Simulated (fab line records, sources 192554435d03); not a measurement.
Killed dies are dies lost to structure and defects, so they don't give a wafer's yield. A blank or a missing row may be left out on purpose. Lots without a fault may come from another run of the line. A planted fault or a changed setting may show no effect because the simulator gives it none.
fab line records | flow n5_finfet | part 2 of 2: steps 25 to 30 of 30
record lots=5 wafers=15 last_day=20
route steps=1938 shown BEOL_M1@762
lots that met no fault: from a run of the same line without faults
start_h: hours from the record's first day to the start of the lot's first wafer shown | wait_h: hours since the lot's step before | " the same as in the row above | L1.1+2: a row that stands for several wafers | - no value, or no start given | * or withheld: withheld | < > ~ a bound
route shown NAME@n: a module of which the file shows steps, and the number in the route of the first | usual: mean/standard deviation of fault-free wafers | same: alike in all rows | chamber/n: place in a boat | sites: the reading at each site | _std_site: their standard deviation | _edge_site: outer sites' mean less inner sites' | radius_mm: how far each site lies from the wafer's centre | mask NAME#n: copy n | behind: the tool/chamber that last shaped the wafer | hold: why the lot was held/for how many hours/how that ended | device: the transistor (n, p or np) that didn't switch | end of line: the same wafers' tests at the end of the route | a step without rows: its recipe alone | killed: dies lost to structure and defects at the first sort, not the wafer's yield | map: a wafer's dies, x killed, . not, _ none there
set.NAME: the setting as run; set.NAME@STEP: as run at that earlier step | model.NAME: the simulator's own value behind a step, which no gauge read
lots at some steps of the route; a table a step, a row a wafer
services: from which hour (start_h, from the record's first day; less than 0 if before it) a tool's chamber was out of use, for how many hours, and why
## steps
# step N5_BEOL_M1_CD_MEAS_28
# recipe landing_energy_ev=500 detector=se_inlens target_cd_y_nm=23.3
# usual cd_nm=24.04/0.28
# columns lot.wafer tool chamber start_h wait_h cd_nm
L075.1 cd_sem-01 0 129.40 - 23.77
L075.2 " 0 " " 23.99
L075.5 " 0 " " 23.49
L080.2 cd_sem-03 0 161.49 - 24.35
L080.3 " 0 " " 23.92
L080.4 " 0 " " 23.80
L082.1 cd_sem-02 0 171.23 - 24.13
L082.2 " 0 " " 23.77
L082.3 " 0 " " 24.29
L085.2 cd_sem-02 0 195.61 - 23.83
L085.3 " 0 " " 24.14
L085.6 " 0 " " 23.99
L097.1 cd_sem-01 0 268.61 - 24.24
L097.2 " 0 " " 24.04
L097.5 " 0 " " 24.08
# step N5_BEOL_M1_OVL_MEAS_29
# recipe points_per_wafer=522
# usual V0_OVL=-0.3/0.73
# columns lot.wafer tool chamber start_h wait_h V0_OVL[nm]
L075.1 overlay-01 0 129.45 0.0 -0.8
L075.2 " 0 " " -1.5
L075.5 " 0 " " -0.7
L080.2 overlay-01 0 161.53 0.0 0.6
L080.3 " 0 " " -0.2
L080.4 " 0 " " -0.9
L082.1 overlay-01 0 171.26 0.0 0.8
L082.2 " 0 " " -0.2
L082.3 " 0 " " 0.7
L085.2 overlay-01 0 195.65 0.0 -0.8
L085.3 " 0 " " 0.5
L085.6 " 0 " " -0.2
L097.1 overlay-01 0 268.64 0.0 0.0
L097.2 " 0 " " 0.2
L097.5 " 0 " " 0.4
# step N5_BEOL_M1_INSPECT_30
# recipe mode=adi inspect_instrument=brightfield
# usual raw_defect_count=412/78
# columns lot.wafer tool chamber start_h wait_h raw_defect_count
L075.1 defect_inspect-01 - 129.50 0.1 496
L075.2 " - " " 434
L075.5 " - " " 544
L080.2 defect_inspect-02 - 161.58 0.0 393
L080.3 " - " " 365
L080.4 " - " " 377
L082.1 defect_inspect-02 - 171.32 0.1 418
L082.2 " - " " 434
L082.3 " - " " 372
L085.2 defect_inspect-02 - 195.70 0.0 429
L085.3 " - " " 434
L085.6 " - " " 442
L097.1 defect_inspect-01 - 268.70 0.1 448
L097.2 " - " " 327
L097.5 " - " " 458
# step N5_BEOL_M1_DESCUM_33
# recipe chemistry=O2 time_s=7 source_power_w=50 bias_power_w=20 pressure_mtorr=20 rf_frequency_hz=2.712e+07 temp_c=40 resist=CAR-EUV o2_flow_sccm=225
# usual drypump_motor_current_A=6.0/0.31 oes_product_au=0.80/0.08 rf_vpp_V=242.8/1.6 showerhead_plenum_p_Torr=2.07/0.088 throttle_valve_pct=20.38/0.28
# columns lot.wafer tool chamber start_h wait_h drypump_motor_current_A oes_product_au rf_hours_counter_h rf_vpp_V showerhead_plenum_p_Torr throttle_valve_pct
L075.1 rie_diel-01 0 129.54 0.0 6.0 0.82 82 241.9 1.95 20.62
L075.2 " 1 " " 6.1 0.81 94 243.4 2.03 20.38
L075.5 " 0 " " 6.0 0.82 - 239.3 1.95 20.62
L080.2 rie_diel-06 0 161.61 0.0 5.9 0.94 7 244.0 2.05 19.77
L080.3 " 3 " " 6.3 0.79 114 242.2 1.94 20.21
L080.4 " 2 " " 5.2 0.66 241 244.0 2.16 20.47
L082.1 rie_diel-04 1 171.35 0.0 6.3 0.70 249 243.3 2.17 21.10
L082.2 " 2 " " 5.9 0.92 18 241.8 2.07 20.44
L082.3 " 0 " " 5.7 0.75 149 242.7 2.10 20.41
L085.2 rie_diel-06 2 195.92 0.2 5.2 0.65 252 244.3 2.15 20.47
L085.3 " 0 " " 5.9 0.90 16 242.3 2.05 19.78
L085.6 " 0 " " 5.9 0.90 - 243.5 2.05 19.78
L097.1 rie_diel-01 3 268.73 0.0 6.3 0.76 181 245.0 2.18 20.71
L097.2 " 2 " " 6.0 0.89 25 243.0 2.12 19.85
L097.5 " 0 " " 6.1 0.78 - 240.6 1.94 20.69
# step N5_BEOL_M1_ETCH_77
# recipe chemistry=N2/H2 target=underlayer target_depth_a=65 mask_material=CAR-EUV time_s=5.2 ion_energy_ev=200 pressure_mtorr=30 source_w=840 bias_w=150 n2_flow_sccm=200 h2_flow_sccm=200 ends=cleared
# usual drypump_motor_current_A=6.0/0.31 etch_rf_on_time_s=5.14/0.13 oes_product_au=0.69/0.07 rf_vpp_V=523/3.2 showerhead_plenum_p_Torr=2.52/0.11 throttle_valve_pct=17.83/0.29
# columns lot.wafer tool chamber start_h wait_h drypump_motor_current_A etch_rf_on_time_s oes_product_au rf_hours_counter_h rf_vpp_V showerhead_plenum_p_Torr throttle_valve_pct
L075.1 rie_diel-01 0 129.57 0.0 6.1 5.01 0.71 82 520 2.37 18.07
L075.2 " 1 " " 6.1 5.16 0.68 94 520 2.47 17.88
L075.5 " 0 " " 6.1 5.01 0.72 - 517 2.37 18.06
L080.2 rie_diel-06 0 161.65 0.0 5.9 5.23 0.79 7 522 2.49 17.20
L080.3 " 3 " " 6.3 5.22 0.68 114 519 2.34 17.45
L080.4 " 2 " " 5.2 5.16 0.58 241 527 2.61 17.82
L082.1 rie_diel-04 1 171.39 0.0 6.3 5.28 0.61 249 524 2.60 18.40
L082.2 " 2 " " 5.9 5.25 0.78 18 524 2.49 17.67
L082.3 " 0 " " 5.7 5.23 0.62 149 525 2.54 17.70
L085.2 rie_diel-06 2 195.96 0.0 5.2 5.29 0.55 252 527 2.61 17.87
L085.3 " 0 " " 5.9 5.23 0.76 16 524 2.49 17.23
L085.6 " 0 " " 6.0 5.27 0.76 - 522 2.49 17.22
L097.1 rie_diel-01 3 268.77 0.0 6.3 5.15 0.65 181 526 2.65 18.22
L097.2 " 2 " " 6.1 4.90 0.78 25 527 2.61 17.63
L097.5 " 0 " " 6.1 4.89 0.68 - 518 2.35 18.16
# step N5_BEOL_M1_ETCH_69
# recipe chemistry=CF4 target=SiARC target_depth_a=156 mask_material=CAR-EUV time_s=26 ion_energy_ev=80 pressure_mtorr=40 source_w=545 bias_w=36 Ar_flow_sccm=100 cf4_flow_sccm=100 ends=cleared
# usual drypump_motor_current_A=6.0/0.31 etch_rf_on_time_s=25.8/0.64 oes_product_au=0.69/0.07 rf_vpp_V=183.9/1.4 showerhead_plenum_p_Torr=2.12/0.087 throttle_valve_pct=15.54/0.21
# columns lot.wafer tool chamber start_h wait_h drypump_motor_current_A etch_rf_on_time_s oes_product_au rf_hours_counter_h rf_vpp_V showerhead_plenum_p_Torr throttle_valve_pct
L075.1 rie_diel-01 0 129.59 0.0 6.1 25.3 0.71 82 183.4 1.99 15.65
L075.2 " 1 " " 6.1 25.8 0.68 94 182.8 2.07 15.49
L075.5 " 0 " " 6.1 25.1 0.71 - 182.0 1.99 15.69
L080.2 rie_diel-06 0 161.66 0.0 5.9 26.3 0.79 7 184.0 2.11 15.01
L080.3 " 3 " " 6.3 26.7 0.67 114 182.6 2.00 15.43
L080.4 " 2 " " 5.2 25.9 0.57 241 186.4 2.20 15.68
L082.1 rie_diel-04 1 171.41 0.0 6.4 26.6 0.61 249 186.3 2.19 16.11
L082.2 " 2 " " 5.9 25.9 0.79 18 184.4 2.10 15.45
L082.3 " 0 " " 5.7 26.4 0.63 149 183.1 2.14 15.54
L085.2 rie_diel-06 2 195.97 0.0 5.2 26.9 0.55 252 187.2 2.20 15.69
L085.3 " 0 " " 5.9 26.4 0.77 16 183.8 2.11 15.03
L085.6 " 0 " " 5.9 26.5 0.76 - 183.1 2.11 15.03
L097.1 rie_diel-01 3 268.78 0.0 6.3 25.6 0.65 181 184.4 2.22 15.79
L097.2 " 2 " " 6.0 24.7 0.77 25 185.4 2.19 15.21
L097.5 " 0 " " 6.1 24.7 0.67 - 182.3 1.97 15.76
## services
# columns tool chamber start_h hours kind
euv_scanner-01 - 114.58 5.8 pm
euv_scanner-01 - 123.99 1.0 pm
euv_scanner-02 - 125.71 0.7 repair
euv_scanner-02 - 148.25 1.0 pm
rie_diel-04 - 151.51 2.8 pm
euv_scanner-01 - 163.01 0.8 repair
rie_diel-01 0 166.24 2.4 repair
euv_scanner-01 - 172.79 4.0 repair
euv_scanner-01 - 180.14 1.0 pm
rie_diel-04 1 188.60 8.5 repair
euv_scanner-01 - 192.90 0.3 repair
rie_diel-06 1 193.88 1.5 repair
euv_scanner-02 - 196.70 0.5 repair
rie_metal-03 0 199.92 27.8 repair
euv_scanner-02 - 204.37 1.0 pm
euv_scanner-01 - 217.84 0.9 repair
euv_scanner-02 - 219.79 4.6 pm
rie_diel-06 3 227.99 10.4 repair
euv_scanner-01 - 236.29 1.0 pm
euv_scanner-01 - 238.83 4.6 pm
euv_scanner-01 - 243.70 1.8 repair
euv_scanner-02 - 251.40 1.7 repair
rie_diel-01 1 259.69 10.5 repair
euv_scanner-02 - 260.52 1.0 pm
